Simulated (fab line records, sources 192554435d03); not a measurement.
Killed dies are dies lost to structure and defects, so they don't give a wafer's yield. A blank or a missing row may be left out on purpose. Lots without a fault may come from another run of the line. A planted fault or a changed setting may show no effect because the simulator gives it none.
fab line records | flow n5_finfet
record lots=24 wafers=72 last_day=18
route steps=1938 shown BEOL_M2@928 BEOL_M3@947
lots that met no fault: from a run of the same line without faults
start_h: hours from the record's first day to the start of the lot's first wafer shown | wait_h: hours since the lot's step before | " the same as in the row above | L1.1+2: a row that stands for several wafers | - no value, or no start given | * or withheld: withheld | < > ~ a bound
route shown NAME@n: a module of which the file shows steps, and the number in the route of the first | usual: mean/standard deviation of fault-free wafers | same: alike in all rows | chamber/n: place in a boat | sites: the reading at each site | _std_site: their standard deviation | _edge_site: outer sites' mean less inner sites' | radius_mm: how far each site lies from the wafer's centre | mask NAME#n: copy n | behind: the tool/chamber that last shaped the wafer | hold: why the lot was held/for how many hours/how that ended | device: the transistor (n, p or np) that didn't switch | end of line: the same wafers' tests at the end of the route | a step without rows: its recipe alone | killed: dies lost to structure and defects at the first sort, not the wafer's yield | map: a wafer's dies, x killed, . not, _ none there
set.NAME: the setting as run; set.NAME@STEP: as run at that earlier step | model.NAME: the simulator's own value behind a step, which no gauge read
steps of the route over a sample of lots; a table a step, a row a wafer
services: from which hour (start_h, from the record's first day; less than 0 if before it) a tool's chamber was out of use, for how many hours, and why
## steps
# step N5_BEOL_M2_DEP_57
# recipe material=SiCN target_thk_a=80 temp_c=withheld precursor=3MS/NH3 pressure_torr=3 rf_w=202 time_s=14
# usual chamber_pressure_Torr=3.000/0.0061 showerhead_plenum_p_Torr=3.661/0.0068 throttle_valve_pct=8.9/0.41
# columns lot.wafer tool chamber start_h wait_h chamber_pressure_Torr showerhead_plenum_p_Torr throttle_valve_pct
L074.2 pecvd-02 1 146.12 0.0 2.997 3.661 9.4
L074.3 " 2 " " 3.000 3.665 8.4
L074.5 " 1 " " 3.000 3.660 9.4
L075.2 pecvd-03 1 154.58 0.0 3.002 3.667 8.8
L075.4 " 0 " " 2.986 3.653 9.7
L075.6 " 1 " " 3.002 3.668 8.8
L077.1 pecvd-03 1 158.13 0.0 3.012 3.666 8.9
L077.2 " 0 " " 2.982 3.661 9.3
L077.3 " 2 " " 3.004 3.663 8.5
L076.3 pecvd-04 0 159.80 0.0 3.003 3.666 8.9
L076.4 " 2 " " 2.999 3.654 9.1
L076.6 " 0 " " 3.011 3.664 9.0
L078.1 pecvd-04 0 166.24 0.0 3.007 3.656 9.3
L078.2 " 2 " " 2.998 3.660 9.1
L078.5 " 0 " " 3.006 3.665 9.1
L079.1 pecvd-02 2 169.15 0.0 2.992 3.664 8.3
L079.3 " 0 " " 3.005 3.663 8.7
L079.5 " 0 " " 3.003 3.657 9.1
L080.4 pecvd-04 1 182.96 0.0 2.998 3.657 9.0
L080.5 " 2 " " 3.004 3.664 9.2
L080.6 " 0 " " 3.010 3.655 9.0
L081.2 pecvd-02 0 190.65 0.0 2.999 3.654 9.0
L081.3 " 1 " " 2.995 3.667 9.6
L081.4 " 2 " " 3.004 3.665 8.3
L082.3 pecvd-03 1 190.75 0.0 2.996 3.669 8.9
L082.4 " 0 " " 3.011 3.660 9.5
L082.6 " 1 " " 2.992 3.671 8.8
L083.1 pecvd-03 2 198.87 0.0 2.996 3.659 8.5
L083.4 " 0 " " 3.004 3.654 9.7
L083.5 " 1 " " 3.001 3.674 8.7
L084.2 pecvd-04 1 202.59 0.0 3.014 3.660 9.0
L084.3 " 0 " " 3.004 3.652 9.0
L084.6 " 0 " " 2.996 3.655 8.9
L085.3 pecvd-02 1 220.13 0.0 3.001 3.674 9.3
L085.5 " 2 " " 2.997 3.660 8.6
L085.6 " 1 " " 3.008 3.671 9.6
L087.1 pecvd-02 0 230.45 0.0 3.008 3.669 9.0
L087.2 " 2 " " 3.006 3.662 8.4
L087.5 " 1 " " 2.995 3.668 9.0
L088.1 pecvd-04 0 230.77 0.0 2.991 3.663 8.8
L088.5 " 0 " " 3.004 3.646 9.2
L088.6 " 1 " " 2.999 3.658 8.8
L086.2 pecvd-03 2 232.64 0.0 2.997 3.662 8.6
L086.3 " 0 " " 3.006 3.653 9.5
L086.6 " 2 " " 3.003 3.661 8.7
L089.1 pecvd-04 0 233.29 0.0 3.008 3.665 8.8
L089.2 " 2 " " 3.000 3.654 8.4
L089.6 " 2 " " 2.993 3.654 8.3
L090.1 pecvd-02 0 234.06 0.0 2.990 3.654 8.8
L090.4 " 2 " " 3.006 3.670 8.5
L090.5 " 0 " " 3.004 3.662 9.2
L091.1 pecvd-04 0 247.00 0.0 2.995 3.663 8.7
L091.4 " 1 " " 3.002 3.656 8.8
L091.5 " 2 " " 3.005 3.654 8.6
L092.2 pecvd-03 1 249.16 0.0 3.002 3.669 8.9
L092.3 " 2 " " 3.009 3.665 8.1
L092.6 " 2 " " 2.989 3.671 8.4
L093.2 pecvd-04 0 258.68 0.0 2.990 3.653 9.1
L093.5 " 1 " " 2.999 3.658 8.9
L093.6 " 2 " " 2.999 3.661 8.6
L094.2 pecvd-02 2 276.84 0.0 2.995 3.668 8.6
L094.3 " 0 " " 3.004 3.661 8.9
L094.4 " 0 " " 2.999 3.670 8.8
L096.3 pecvd-04 1 278.32 0.0 3.002 3.663 9.1
L096.4 " 1 " " 2.999 3.663 9.2
L096.5 " 0 " " 3.000 3.652 9.3
L095.3 pecvd-03 1 280.40 0.0 3.005 3.664 8.8
L095.5 " 2 " " 3.001 3.668 8.3
L095.6 " 1 " " 3.005 3.675 8.9
L097.2 pecvd-03 1 292.48 0.0 3.004 3.663 8.7
L097.4 " 1 " " 2.998 3.663 8.7
L097.5 " 2 " " 3.002 3.676 8.3
# step N5_BEOL_M3_DESCUM_16
# recipe chemistry=O2 time_s=7 source_power_w=50 bias_power_w=20 pressure_mtorr=20 rf_frequency_hz=2.712e+07 temp_c=40 resist=CAR-EUV o2_flow_sccm=225
# usual drypump_motor_current_A=5.6/0.45 oes_product_au=0.80/0.089 rf_vpp_V=243.1/1.5 showerhead_plenum_p_Torr=2.09/0.083 temp_c=40.00/0.11 throttle_valve_pct=20.4/0.3
# columns lot.wafer tool chamber start_h wait_h drypump_motor_current_A oes_product_au rf_hours_counter_h rf_vpp_V showerhead_plenum_p_Torr temp_c throttle_valve_pct
L074.2 rie_diel-03 3 146.98 0.0 5.9 0.94 9 243.9 2.14 40.02 20.2
L074.3 " 0 " " 5.8 0.72 160 244.5 2.21 40.01 21.0
L074.5 " 3 " " 5.9 0.95 - 244.7 2.14 39.97 20.3
L075.2 rie_diel-04 2 157.56 0.2 5.0 0.75 168 241.3 1.99 39.98 20.3
L075.4 " 3 " " 5.4 0.88 28 245.5 2.24 39.94 19.9
L075.6 " 0 " " 6.3 0.86 - 242.0 2.03 40.01 20.5
L077.1 rie_diel-03 3 159.45 0.0 5.9 0.93 14 243.2 2.13 40.22 20.2
L077.2 " 0 " " 5.8 0.72 165 244.2 2.20 39.97 21.0
L077.3 " 2 " " 6.0 0.71 210 241.0 1.99 40.11 20.4
L076.3 rie_diel-04 2 162.63 0.4 5.0 0.74 170 242.3 1.99 39.99 20.3
L076.4 " 1 " " 5.0 0.69 230 243.5 2.04 40.07 20.4
L076.6 " 1 " " 5.0 0.68 - 242.3 2.04 39.85 20.4
L078.1 rie_diel-04 3 169.04 0.0 5.4 0.87 31 245.0 2.24 40.15 19.9
L078.2 " 1 " " 5.0 0.68 231 242.2 2.04 40.20 20.4
L078.5 " 3 " " 5.4 0.87 - 244.6 2.24 40.26 19.9
L079.1 rie_diel-05 0 171.54 0.2 6.1 0.93 25 243.0 2.05 39.88 20.0
L079.3 " 1 " " 5.5 0.74 165 241.9 2.01 39.89 20.3
L079.5 " 2 " " 5.8 0.75 - 243.0 2.12 39.76 20.7
L080.4 rie_diel-05 0 186.51 0.3 6.1 0.94 28 243.3 2.05 40.16 20.0
L080.5 " 3 " " 5.4 0.83 - 243.3 2.13 39.91 20.6
L080.6 " 2 " " 5.8 0.74 - 243.7 2.12 40.02 20.7
L081.2 rie_diel-04 3 193.76 0.0 5.4 0.86 39 246.1 2.24 40.03 20.0
L081.3 " 1 " " 5.1 0.67 239 242.8 2.04 40.00 20.4
L081.4 " 2 " " 5.0 0.73 179 241.3 1.99 39.91 20.4
L082.3 rie_diel-04 1 193.99 0.1 5.0 0.68 240 241.8 2.04 39.86 20.4
L082.4 " 3 " " 5.4 0.86 39 246.8 2.24 40.00 19.9
L082.6 " 2 " " 5.0 0.74 - 239.1 1.99 39.91 20.4
L083.1 rie_diel-05 2 200.32 0.3 5.8 0.74 145 243.4 2.12 39.91 20.7
L083.4 " 3 " " 5.4 0.82 84 244.0 2.13 39.97 20.7
L083.5 " 3 " " 5.4 0.82 - 243.8 2.13 40.03 20.6
L084.2 rie_diel-03 3 204.85 0.7 5.8 0.89 31 243.1 2.13 39.96 20.3
L084.3 " 1 " " 4.9 0.94 12 243.9 2.15 39.91 20.3
L084.6 " 2 " " 5.9 0.71 - 241.7 1.99 39.98 20.4
L085.3 rie_diel-04 0 221.21 0.1 6.3 0.84 58 242.4 2.02 39.94 20.5
L085.5 " 2 " " 5.0 0.73 - 241.3 1.99 39.92 20.4
L085.6 " 3 " " 5.4 0.85 - 245.6 2.23 40.04 20.0
L087.1 rie_diel-03 0 233.01 0.0 5.8 0.70 191 244.9 2.20 40.08 21.1
L087.2 " 2 " " 6.0 0.70 232 240.1 1.98 39.83 20.4
L087.5 " 1 " " 4.9 0.91 - 245.6 2.14 40.10 20.4
L088.1 rie_diel-03 0 233.23 0.1 5.8 0.70 191 243.4 2.19 40.09 21.1
L088.5 " 1 " " 4.9 0.93 - 245.8 2.14 40.14 20.4
L088.6 " 0 " " 5.8 0.70 - 244.9 2.19 40.13 21.1
L086.2 rie_diel-05 1 234.44 0.0 5.5 0.74 182 241.3 2.01 40.01 20.3
L086.3 " 2 " " 5.8 0.73 154 244.2 2.11 40.04 20.7
L086.6 " 3 " " 5.4 0.81 - 242.2 2.13 40.20 20.7
L089.1 rie_diel-03 0 234.87 0.0 5.8 0.70 192 244.4 2.19 40.08 21.0
L089.2 " 1 " " 4.9 0.92 21 243.2 2.14 39.95 20.4
L089.6 " 0 " " 5.8 0.70 - 244.0 2.19 39.87 21.0
L090.1 rie_diel-03 2 237.47 0.0 6.0 0.69 234 240.3 1.98 40.00 20.4
L090.4 " 3 " " 5.9 0.87 42 244.5 2.12 40.13 20.3
L090.5 " 1 " " 4.9 0.92 - 243.9 2.14 40.14 20.4
L091.1 rie_diel-04 1 248.68 0.1 5.0 0.97 1 242.7 2.04 39.91 20.1
L091.4 " 2 " " 5.0 0.73 196 242.0 1.98 39.92 20.4
L091.5 " 3 " " 5.4 0.85 - 245.3 2.23 40.02 20.0
L092.2 rie_diel-04 0 251.31 0.0 6.3 0.82 67 242.7 2.02 40.16 20.5
L092.3 " 2 " " 5.0 0.72 196 242.4 1.98 39.94 20.4
L092.6 " 0 " " 6.3 0.83 - 242.3 2.02 39.92 20.5
L093.2 rie_diel-04 2 261.51 0.1 5.0 0.72 200 240.9 1.98 40.06 20.4
L093.5 " 2 " " 5.0 0.72 - 241.8 1.98 39.85 20.4
L093.6 " 1 " " 5.0 0.94 - 241.7 2.03 40.28 20.1
L094.2 rie_diel-03 2 278.91 0.0 6.0 0.68 248 242.6 1.98 39.84 20.5
L094.3 " 1 " " 4.9 0.90 35 244.3 2.14 40.06 20.4
L094.4 " 3 " " 5.9 0.86 55 244.0 2.12 39.94 20.3
L096.3 rie_diel-05 3 282.35 0.2 5.4 0.80 107 244.4 2.12 39.94 20.7
L096.4 " 3 " " 5.4 0.80 - 243.3 2.12 39.75 20.7
L096.5 " 0 " " 6.1 0.88 - 243.0 2.04 40.14 20.1
L095.3 rie_diel-03 3 282.81 0.1 5.9 0.85 56 243.6 2.12 39.92 20.3
L095.5 " 2 " " 6.0 0.68 - 242.2 1.98 39.95 20.4
L095.6 " 1 " " 4.9 0.89 - 243.6 2.14 40.08 20.4
L097.2 rie_diel-03 0 293.34 0.0 5.8 0.69 210 244.3 2.19 40.11 21.1
L097.4 " 1 " " 4.9 0.88 - 244.5 2.13 39.92 20.4
L097.5 " 3 " " 5.8 0.85 - 244.3 2.12 39.84 20.3
# step N5_BEOL_M3_SURFACE_TREAT_85
# recipe gas=Ar time_s=* ion_energy_ev=* ion_current_ma_cm2=0.5 pressure_mtorr=* ar_flow_sccm=30
# usual ar_flow_sccm=30.00/0.098 throttle_valve_pct=*
# columns lot.wafer tool chamber start_h wait_h ar_flow_sccm throttle_valve_pct
L074.2 pvd_sputter-01 - 149.63 0.1 30.10 *
L074.3 " - " " 29.88 *
L074.5 " - " " 29.98 *
L075.2 pvd_sputter-03 - 166.60 0.2 29.93 *
L075.4 " - " " 29.95 *
L075.6 " - " " 30.08 *
L077.1 pvd_sputter-02 - 168.33 1.6 29.97 *
L077.2 " - " " 30.04 *
L077.3 " - " " 30.02 *
L076.3 pvd_sputter-03 - 172.86 0.2 30.23 *
L076.4 " - " " 29.93 *
L076.6 " - " " 30.12 *
L078.1 pvd_sputter-01 - 178.25 0.4 29.82 *
L078.2 " - " " 29.98 *
L078.5 " - " " 29.92 *
L079.1 pvd_sputter-03 - 182.54 0.1 30.05 *
L079.3 " - " " 30.03 *
L079.5 " - " " 30.02 *
L080.4 pvd_sputter-03 - 190.80 0.3 30.01 *
L080.5 " - " " 30.03 *
L080.6 " - " " 29.92 *
L081.2 pvd_sputter-03 - 205.04 0.2 30.18 *
L081.3 " - " " 30.10 *
L081.4 " - " " 30.00 *
L082.3 pvd_sputter-02 - 205.05 0.1 30.01 *
L082.4 " - " " 29.90 *
L082.6 " - " " 30.16 *
L083.1 pvd_sputter-03 - 205.48 0.2 29.91 *
L083.4 " - " " 30.05 *
L083.5 " - " " 30.02 *
L084.2 pvd_sputter-01 - 209.49 0.2 29.96 *
L084.3 " - " " 30.09 *
L084.6 " - " " 29.92 *
L085.3 pvd_sputter-03 - 227.49 0.2 30.15 *
L085.5 " - " " 29.95 *
L085.6 " - " " 30.00 *
L087.1 pvd_sputter-03 - 240.92 1.8 30.21 *
L087.2 " - " " 30.05 *
L087.5 " - " " 30.11 *
L088.1 pvd_sputter-03 - 243.86 0.2 29.93 *
L088.5 " - " " 30.10 *
L088.6 " - " " 29.80 *
L086.2 pvd_sputter-03 - 245.29 0.1 30.00 *
L086.3 " - " " 29.99 *
L086.6 " - " " 29.90 *
L089.1 pvd_sputter-03 - 248.65 0.1 30.03 *
L089.2 " - " " 29.95 *
L089.6 " - " " 30.01 *
L090.1 pvd_sputter-02 - 253.34 1.5 29.91 *
L090.4 " - " " 29.90 *
L090.5 " - " " 30.03 *
L092.2 pvd_sputter-01 - 255.37 0.2 30.03 *
L092.3 " - " " 29.97 *
L092.6 " - " " 29.98 *
L091.1 pvd_sputter-01 - 256.05 0.1 29.96 *
L091.4 " - " " 29.94 *
L091.5 " - " " 29.81 *
L093.2 pvd_sputter-01 - 275.36 0.2 29.98 *
L093.5 " - " " 29.94 *
L093.6 " - " " 29.91 *
L094.2 pvd_sputter-03 - 289.79 0.2 30.12 *
L094.3 " - " " 30.02 *
L094.4 " - " " 29.99 *
L096.3 pvd_sputter-03 - 292.75 0.1 29.91 *
L096.4 " - " " 29.89 *
L096.5 " - " " 29.97 *
L095.3 pvd_sputter-02 - 292.98 0.2 30.04 *
L095.5 " - " " 29.99 *
L095.6 " - " " 30.09 *
L097.2 pvd_sputter-03 - 296.17 0.2 30.08 *
L097.4 " - " " 29.91 *
L097.5 " - " " 30.11 *
# step N5_BEOL_M3_ANNEAL_49
# recipe temp_c=400 time_s=240 ambient=vacuum
# usual heater_power_w=811/69
# columns lot.wafer tool chamber start_h wait_h heater_power_w
L074.2 pvd_sputter-01 - 149.94 0.0 859
L074.3 " - " " 849
L074.5 " - " " 851
L075.2 pvd_sputter-02 - 168.45 0.0 688
L075.4 " - " " 699
L075.6 " - " " 815
L077.1 pvd_sputter-01 - 168.90 0.0 857
L077.2 " - " " 883
L077.3 " - " " 868
L076.3 pvd_sputter-03 - 173.17 0.0 767
L076.4 " - " " 714
L076.6 " - " " 695
L078.1 pvd_sputter-03 - 180.20 0.0 752
L078.2 " - " " 679
L078.5 " - " " 754
L079.1 pvd_sputter-02 - 182.93 0.0 813
L079.3 " - " " 786
L079.5 " - " " 698
L080.4 pvd_sputter-02 - 191.19 0.0 858
L080.5 " - " " 707
L080.6 " - " " 854
L082.3 pvd_sputter-01 - 205.35 0.0 894
L082.4 " - " " 859
L082.6 " - " " 863
L081.2 pvd_sputter-02 - 205.41 0.0 843
L081.3 " - " " 840
L081.4 " - " " 712
L083.1 pvd_sputter-01 - 207.19 0.0 851
L083.4 " - " " 904
L083.5 " - " " 847
L084.2 pvd_sputter-01 - 209.87 0.0 861
L084.3 " - " " 889
L084.6 " - " " 871
L085.3 pvd_sputter-01 - 228.00 0.0 884
L085.5 " - " " 844
L085.6 " - " " 869
L087.1 pvd_sputter-01 - 241.35 0.0 857
L087.2 " - " " 855
L087.5 " - " " 881
L088.1 pvd_sputter-01 - 244.23 0.0 840
L088.5 " - " " 893
L088.6 " - " " 873
L086.2 pvd_sputter-03 - 245.63 0.0 723
L086.3 " - " " 746
L086.6 " - " " 663
L089.1 pvd_sputter-01 - 249.13 0.0 859
L089.2 " - " " 848
L089.6 " - " " 899
L090.1 pvd_sputter-03 - 253.83 0.0 745
L090.4 " - " " 752
L090.5 " - " " 752
L092.2 pvd_sputter-03 - 255.79 0.0 738
L092.3 " - " " 747
L092.6 " - " " 680
L091.1 pvd_sputter-01 - 256.51 0.0 903
L091.4 " - " " 871
L091.5 " - " " 860
L093.2 pvd_sputter-03 - 276.02 0.0 752
L093.5 " - " " 753
L093.6 " - " " 738
L094.2 pvd_sputter-02 - 290.28 0.0 780
L094.3 " - " " 853
L094.4 " - " " 694
L096.3 pvd_sputter-03 - 293.09 0.0 765
L096.4 " - " " 681
L096.5 " - " " 770
L095.3 pvd_sputter-01 - 294.69 0.0 875
L095.5 " - " " 893
L095.6 " - " " 857
L097.2 pvd_sputter-02 - 296.76 0.0 857
L097.4 " - " " 702
L097.5 " - " " 855
# step N5_BEOL_M3_SPUTTER_90
# recipe material=Cu target_thk_a=45 temp_c=-20 chamber_pressure_pa=0.07 power_w=withheld time_s=8.29
# usual substrate_temp_c=-19.99/0.11 throttle_valve_pct=29.9/1.1
# columns lot.wafer tool chamber start_h wait_h substrate_temp_c throttle_valve_pct
L074.2 pvd_sputter-01 - 150.96 0.1 -20.05 32.1
L074.3 " - " " -20.01 30.2
L074.5 " - " " -19.84 30.3
L075.2 pvd_sputter-02 - 169.47 0.1 -19.94 28.1
L075.4 " - " " -20.03 28.4
L075.6 " - " " -20.18 28.8
L077.1 pvd_sputter-01 - 169.92 0.1 -19.89 30.1
L077.2 " - " " -20.16 30.9
L077.3 " - " " -19.89 29.1
L076.3 pvd_sputter-03 - 174.19 0.1 -20.01 28.9
L076.4 " - " " -19.85 29.4
L076.6 " - " " -19.99 29.3
L078.1 pvd_sputter-03 - 181.22 0.1 -20.03 30.5
L078.2 " - " " -19.91 29.1
L078.5 " - " " -19.79 28.7
L079.1 pvd_sputter-02 - 183.95 0.1 -19.93 28.9
L079.3 " - " " -20.11 29.4
L079.5 " - " " -20.18 28.2
L080.4 pvd_sputter-02 - 192.21 0.1 -20.19 29.0
L080.5 " - " " -19.98 28.2
L080.6 " - " " -19.96 29.3
L082.3 pvd_sputter-01 - 206.37 0.1 -19.96 31.0
L082.4 " - " " -19.90 32.3
L082.6 " - " " -19.84 29.9
L081.2 pvd_sputter-02 - 206.43 0.1 -20.16 29.5
L081.3 " - " " -20.13 29.1
L081.4 " - " " -20.18 28.0
L083.1 pvd_sputter-01 - 208.21 0.1 -19.91 30.0
L083.4 " - " " -19.98 30.8
L083.5 " - " " -19.93 29.0
L084.2 pvd_sputter-01 - 210.89 0.1 -19.93 29.2
L084.3 " - " " -20.10 30.9
L084.6 " - " " -20.00 30.9
L085.3 pvd_sputter-01 - 229.02 0.1 -20.03 30.8
L085.5 " - " " -20.03 32.4
L085.6 " - " " -20.14 29.9
L087.1 pvd_sputter-01 - 242.37 0.1 -20.09 29.9
L087.2 " - " " -20.16 29.0
L087.5 " - " " -19.94 29.9
L088.1 pvd_sputter-01 - 245.25 0.1 -19.85 29.2
L088.5 " - " " -20.06 30.8
L088.6 " - " " -20.01 29.0
L086.2 pvd_sputter-03 - 246.65 0.1 -20.11 30.5
L086.3 " - " " -20.07 29.1
L086.6 " - " " -19.94 29.4
L089.1 pvd_sputter-01 - 250.15 0.1 -19.95 28.9
L089.2 " - " " -20.13 29.8
L089.6 " - " " -19.92 31.1
L090.1 pvd_sputter-03 - 254.85 0.1 -19.95 29.1
L090.4 " - " " -20.14 30.5
L090.5 " - " " -19.86 29.2
L092.2 pvd_sputter-03 - 256.81 0.1 -19.73 30.5
L092.3 " - " " -19.89 28.9
L092.6 " - " " -19.86 29.3
L091.1 pvd_sputter-01 - 257.53 0.1 -20.20 30.7
L091.4 " - " " -20.13 29.3
L091.5 " - " " -19.86 30.0
L093.2 pvd_sputter-03 - 277.04 0.1 -19.97 30.4
L093.5 " - " " -20.02 30.4
L093.6 " - " " -20.02 30.5
L094.2 pvd_sputter-02 - 291.30 0.1 -19.94 29.7
L094.3 " - " " -19.94 29.4
L094.4 " - " " -20.01 28.1
L096.3 pvd_sputter-03 - 294.11 0.1 -20.13 30.4
L096.4 " - " " -20.10 29.3
L096.5 " - " " -20.00 28.7
L095.3 pvd_sputter-01 - 295.71 0.1 -19.85 32.1
L095.5 " - " " -19.98 29.1
L095.6 " - " " -19.89 29.8
L097.2 pvd_sputter-02 - 297.78 0.1 -20.16 29.3
L097.4 " - " " -19.95 28.2
L097.5 " - " " -20.21 29.3
# step N5_BEOL_M3_SPUTTER_92
# recipe material=Cu target_thk_a=45 temp_c=-20 chamber_pressure_pa=0.07 power_w=withheld time_s=8.29
# usual substrate_temp_c=-20.03/0.12 throttle_valve_pct=30.0/1.1
# columns lot.wafer tool chamber start_h wait_h substrate_temp_c throttle_valve_pct
L074.2 pvd_sputter-01 - 151.18 0.1 -20.10 32.1
L074.3 " - " " -19.94 30.1
L074.5 " - " " -19.96 30.2
L075.2 pvd_sputter-02 - 169.69 0.1 -19.86 28.0
L075.4 " - " " -19.95 28.3
L075.6 " - " " -20.12 29.1
L077.1 pvd_sputter-01 - 170.14 0.1 -19.99 30.2
L077.2 " - " " -19.94 31.1
L077.3 " - " " -20.10 29.2
L076.3 pvd_sputter-03 - 174.41 0.1 -19.76 29.1
L076.4 " - " " -20.06 29.3
L076.6 " - " " -19.94 29.2
L078.1 pvd_sputter-03 - 181.44 0.1 -19.93 30.2
L078.2 " - " " -19.82 29.4
L078.5 " - " " -20.19 29.0
L079.1 pvd_sputter-02 - 184.17 0.1 -20.05 29.2
L079.3 " - " " -19.98 29.6
L079.5 " - " " -20.01 28.2
L080.4 pvd_sputter-02 - 192.43 0.1 -20.07 28.7
L080.5 " - " " -20.17 28.3
L080.6 " - " " -19.81 29.4
L082.3 pvd_sputter-01 - 206.59 0.1 -20.17 30.8
L082.4 " - " " -19.94 32.3
L082.6 " - " " -19.95 30.2
L081.2 pvd_sputter-02 - 206.65 0.1 -19.99 29.3
L081.3 " - " " -20.23 29.0
L081.4 " - " " -19.97 28.3
L083.1 pvd_sputter-01 - 208.43 0.1 -20.19 29.8
L083.4 " - " " -19.99 30.8
L083.5 " - " " -20.13 28.9
L084.2 pvd_sputter-01 - 211.11 0.1 -20.04 28.9
L084.3 " - " " -19.80 30.7
L084.6 " - " " -19.92 30.8
L085.3 pvd_sputter-01 - 229.24 0.1 -20.12 30.8
L085.5 " - " " -20.10 32.2
L085.6 " - " " -20.17 30.0
L087.1 pvd_sputter-01 - 242.59 0.1 -20.05 30.0
L087.2 " - " " -19.95 29.2
L087.5 " - " " -19.96 30.2
L088.1 pvd_sputter-01 - 245.47 0.1 -19.97 29.1
L088.5 " - " " -20.09 30.9
L088.6 " - " " -19.93 29.0
L086.2 pvd_sputter-03 - 246.87 0.1 -20.11 30.6
L086.3 " - " " -20.00 29.0
L086.6 " - " " -20.14 29.3
L089.1 pvd_sputter-01 - 250.37 0.1 -19.90 29.1
L089.2 " - " " -19.89 30.0
L089.6 " - " " -19.83 30.8
L090.1 pvd_sputter-03 - 255.07 0.1 -20.07 29.3
L090.4 " - " " -20.12 30.8
L090.5 " - " " -20.16 29.2
L092.2 pvd_sputter-03 - 257.03 0.1 -19.92 30.4
L092.3 " - " " -20.07 28.8
L092.6 " - " " -20.14 29.3
L091.1 pvd_sputter-01 - 257.75 0.1 -20.20 30.9
L091.4 " - " " -20.05 29.2
L091.5 " - " " -19.99 29.9
L093.2 pvd_sputter-03 - 277.26 0.1 -19.98 30.5
L093.5 " - " " -20.19 30.5
L093.6 " - " " -20.05 30.4
L094.2 pvd_sputter-02 - 291.52 0.1 -20.02 29.3
L094.3 " - " " -20.16 29.3
L094.4 " - " " -20.10 28.3
L096.3 pvd_sputter-03 - 294.33 0.1 -19.94 30.5
L096.4 " - " " -19.74 29.5
L096.5 " - " " -20.12 28.9
L095.3 pvd_sputter-01 - 295.93 0.1 -19.95 32.3
L095.5 " - " " -19.96 29.1
L095.6 " - " " -20.15 30.2
L097.2 pvd_sputter-02 - 298.00 0.1 -20.00 29.3
L097.4 " - " " -19.86 28.3
L097.5 " - " " -19.88 29.5
## services
# columns tool chamber start_h hours kind
pecvd-04 - 133.78 1.2 repair
rie_diel-03 1 142.65 - clean
rie_diel-03 1 142.65 - consumable_replace:focus_ring
rie_diel-03 1 142.65 26.3 scheduled_down
rie_diel-03 1 142.65 26.3 vent_cycle
pvd_sputter-03 - 157.71 0.7 repair
rie_diel-03 2 161.67 4.7 repair
pecvd-03 - 195.49 2.4 repair
rie_diel-04 - 199.56 1.0 repair
pecvd-04 2 202.38 - clean
pecvd-04 2 202.38 - consumable_replace:showerhead
pecvd-04 2 202.38 29.0 scheduled_down
pecvd-04 2 202.38 29.0 vent_cycle
rie_diel-04 1 231.91 - clean
rie_diel-04 1 231.91 - consumable_replace:focus_ring
rie_diel-05 - 243.98 0.4 repair
rie_diel-05 1 248.26 8.4 repair
rie_diel-05 - 265.91 4.3 pm
rie_diel-05 - 283.06 1.3 repair
rie_diel-03 2 284.87 - clean
rie_diel-03 2 284.87 - consumable_replace:focus_ring
rie_diel-03 2 284.87 - consumable_replace:showerhead
rie_diel-03 2 284.87 22.5 scheduled_down
rie_diel-03 2 284.87 22.5 vent_cycle
## key
fault none
